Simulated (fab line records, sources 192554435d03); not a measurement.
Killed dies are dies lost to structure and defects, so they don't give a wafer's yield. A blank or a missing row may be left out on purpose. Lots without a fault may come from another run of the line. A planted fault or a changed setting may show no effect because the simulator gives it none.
Chamber matching | flow n5_finfet | N5_BEOL_M10_STRIP_36 on rie_diel-03: 4 sister chambers
The step strips in N2/H2. 4 wafers are shown with their chamber, then 7 later ones without.

WAFERS WITH THEIR CHAMBER
wafer  | chamber | throttle_valve_pct (%)
L086.2 | 3       | 23.9
L086.6 | 0       | 23.9
L087.3 | 1       | 23.1
L087.4 | 2       | 23.7

WAFERS WITHOUT THEIR CHAMBER
wafer  | throttle_valve_pct (%)
L087.5 | 24.0
L090.1 | 24.0
L090.2 | 23.7
L090.6 | 24.0
L095.4 | 23.7
L095.5 | 24.0
L095.6 | 23.0

WHICH CHAMBER EACH WENT THROUGH
wafer  | from the rows above     | in truth
L087.5 | can't be placed: 0 or 3 | 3
L090.1 | can't be placed: 0 or 3 | 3
L090.2 | 2                       | 2
L090.6 | can't be placed: 0 or 3 | 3
L095.4 | 2                       | 2
L095.5 | can't be placed: 0 or 3 | 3
L095.6 | 1                       | 1
Placed correctly: 3 of 7. Can't be placed from these rows: 4 (the true chamber is among the candidates in 4). Placed wrongly: 0.
How it was worked out, from the rows above alone: a wafer's distance from a chamber is the root of the sum, over the readings, of the square of ((its reading less the chamber's mean) divided by the reading's scatter). The wafer belongs to the nearest chamber; if the next one is less than 2 further off, it can't be placed. A chamber's mean is the mean of its shown wafers. The scatter: with one shown wafer a chamber, the root of the mean of the squares of how far each hidden wafer lies from its nearest shown one.
